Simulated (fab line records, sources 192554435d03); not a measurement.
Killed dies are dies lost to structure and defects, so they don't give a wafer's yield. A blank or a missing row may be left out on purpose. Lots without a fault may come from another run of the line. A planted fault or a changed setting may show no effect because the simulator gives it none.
Chamber matching | flow n5_finfet | N5_SD_EPI_P_ETCH_36 on rie_diel-03: 4 sister chambers
The step etches SiARC in CF4, target depth 45.5 nm, time 75.8 s. 14 wafers are shown with their chamber, then 7 later ones without.

WAFERS WITH THEIR CHAMBER
wafer  | chamber | drypump_motor_current_A (A) | throttle_valve_pct (%) | showerhead_plenum_p_Torr (Torr)
L074.1 | 1       | 6.4                         | 15.73                  | 2.20
L074.2 | 0       | 5.9                         | 15.60                  | 2.24
L074.5 | 2       | 5.6                         | 15.75                  | 2.18
L075.1 | 2       | 5.6                         | 15.76                  | 2.18
L075.2 | 0       | 5.9                         | 15.61                  | 2.24
L075.3 | 3       | 5.9                         | 16.02                  | 2.23
L075.4 | 1       | 6.4                         | 15.73                  | 2.20
L075.5 | 3       | 5.8                         | 16.00                  | 2.23
L075.6 | 2       | 5.6                         | 15.75                  | 2.18
L090.4 | 2       | 5.7                         | 15.80                  | 2.17
L090.5 | 0       | 5.9                         | 15.64                  | 2.23
L090.6 | 3       | 5.9                         | 16.07                  | 2.22
L093.1 | 2       | 5.7                         | 15.82                  | 2.16
L093.4 | 0       | 5.9                         | 15.66                  | 2.22

SIGNATURES (means of the wafers above)
reading                  | chamber 0 | chamber 1 | chamber 2 | chamber 3 | scatter within a chamber
drypump_motor_current_A  | 5.900     | 6.400     | 5.640     | 5.867     | 0.0432
throttle_valve_pct       | 15.6275   | 15.7300   | 15.7760   | 16.0300   | 0.03
showerhead_plenum_p_Torr | 2.2325    | 2.2000    | 2.1740    | 2.2267    | 0.00813
Rule: a wafer's distance from a chamber is the root of the sum, over the readings, of the square of ((its reading less the chamber's mean) divided by the reading's scatter). The wafer belongs to the nearest chamber; if the next one is less than 2 further off, it can't be placed. The scatter: the root of (the sum of the squares of (reading less its chamber's mean) over the shown wafers, divided by (wafers less chambers)).

WAFERS WITHOUT THEIR CHAMBER
wafer  | drypump_motor_current_A (A) | throttle_valve_pct (%) | showerhead_plenum_p_Torr (Torr)
L093.5 | 5.9                         | 16.09                  | 2.22
L094.2 | 5.9                         | 16.07                  | 2.22
L094.3 | 5.9                         | 15.66                  | 2.22
L094.4 | 5.7                         | 15.84                  | 2.16
L095.4 | 5.9                         | 16.07                  | 2.22
L095.5 | 5.6                         | 15.83                  | 2.16
L095.6 | 6.4                         | 15.77                  | 2.19

WHICH CHAMBER EACH WENT THROUGH
wafer  | from the rows above | in truth
L093.5 | 3                   | 3
L094.2 | 3                   | 3
L094.3 | 0                   | 0
L094.4 | 2                   | 2
L095.4 | 3                   | 3
L095.5 | 2                   | 2
L095.6 | 1                   | 1
Placed correctly: 7 of 7. Can't be placed from these rows: 0. Placed wrongly: 0.
